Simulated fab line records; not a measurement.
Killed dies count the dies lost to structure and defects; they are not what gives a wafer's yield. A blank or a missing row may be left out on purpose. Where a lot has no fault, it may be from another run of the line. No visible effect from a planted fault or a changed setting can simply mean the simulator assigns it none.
Matching of chambers | flow n5Finfet | 4 sister chambers for N5_BEOL_M6_STRIP_19 on rieDiel-02
The step strips in O2. 16 wafers are shown with their chamber, then 8 later ones without.

== WAFERS PAIRED WITH THEIR CHAMBERS ==
wafer  | chamber | drypumpMotorCurrentA (A) | showerheadPlenumPTorr (Torr) | throttleValvePct (%)
L076.1 | 2       | 5.6                      | 2.07                         | 16.84
L076.3 | 3       | 4.9                      | 2.13                         | 16.38
L076.4 | 0       | 6.4                      | 2.04                         | 16.74
L077.2 | 3       | 4.9                      | 2.13                         | 16.40
L077.3 | 2       | 5.6                      | 2.07                         | 16.89
L077.6 | 2       | 5.6                      | 2.07                         | 16.90
L078.1 | 0       | 6.4                      | 2.04                         | 16.74
L078.2 | 3       | 4.9                      | 2.13                         | 16.41
L078.5 | 0       | 6.4                      | 2.04                         | 16.75
L083.4 | 0       | 6.5                      | 2.03                         | 16.79
L083.5 | 1       | 5.7                      | 2.13                         | 16.19
L083.6 | 0       | 6.5                      | 2.03                         | 16.79
L084.2 | 2       | 5.6                      | 2.06                         | 16.39
L084.4 | 3       | 4.9                      | 2.12                         | 16.41
L084.5 | 1       | 5.7                      | 2.13                         | 16.17
L090.2 | 2       | 5.6                      | 2.06                         | 16.42

SIGNATURES (averages over the wafers above)
reading               | chamber 0 | chamber 1 | chamber 2 | chamber 3 | scatter within a chamber
drypumpMotorCurrentA  | 6.440     | 5.700     | 5.600     | 4.900     | 0.0316
showerheadPlenumPTorr | 2.0360    | 2.1300    | 2.0660    | 2.1275    | 0.00512
throttleValvePct      | 16.7620   | 16.1800   | 16.6880   | 16.4000   | 0.151
Rule: distance of a wafer from a chamber = root of the sum over the readings of ((wafer's reading minus chamber's mean) / reading's scatter) squared. The wafer belongs to the nearest chamber; if the next one is less than 2 further off, it can't be placed. The scatter: the root of (the sum of the squares of (reading less its chamber's mean) over the shown wafers, divided by (wafers less chambers)).

== WAFERS WHOSE CHAMBER IS MISSING ==
wafer  | drypumpMotorCurrentA (A) | showerheadPlenumPTorr (Torr) | throttleValvePct (%)
L090.5 | 6.5                      | 2.03                         | 16.81
L090.6 | 4.9                      | 2.12                         | 16.44
L094.2 | 4.9                      | 2.11                         | 16.47
L094.3 | 5.7                      | 2.12                         | 16.24
L094.5 | 6.4                      | 2.03                         | 16.82
L097.1 | 6.4                      | 2.02                         | 16.83
L097.3 | 5.6                      | 2.06                         | 16.43
L097.4 | 4.9                      | 2.11                         | 16.47

== THE CHAMBER EACH PASSED THROUGH ==
wafer  | from the rows above | in truth
L090.5 | 0                   | 0
L090.6 | 3                   | 3
L094.2 | 3                   | 3
L094.3 | 1                   | 1
L094.5 | 0                   | 0
L097.1 | 0                   | 0
L097.3 | 2                   | 2
L097.4 | 3                   | 3
Correctly placed: 8 of 8. Can't be placed from these rows: 0. Placed wrongly: 0.
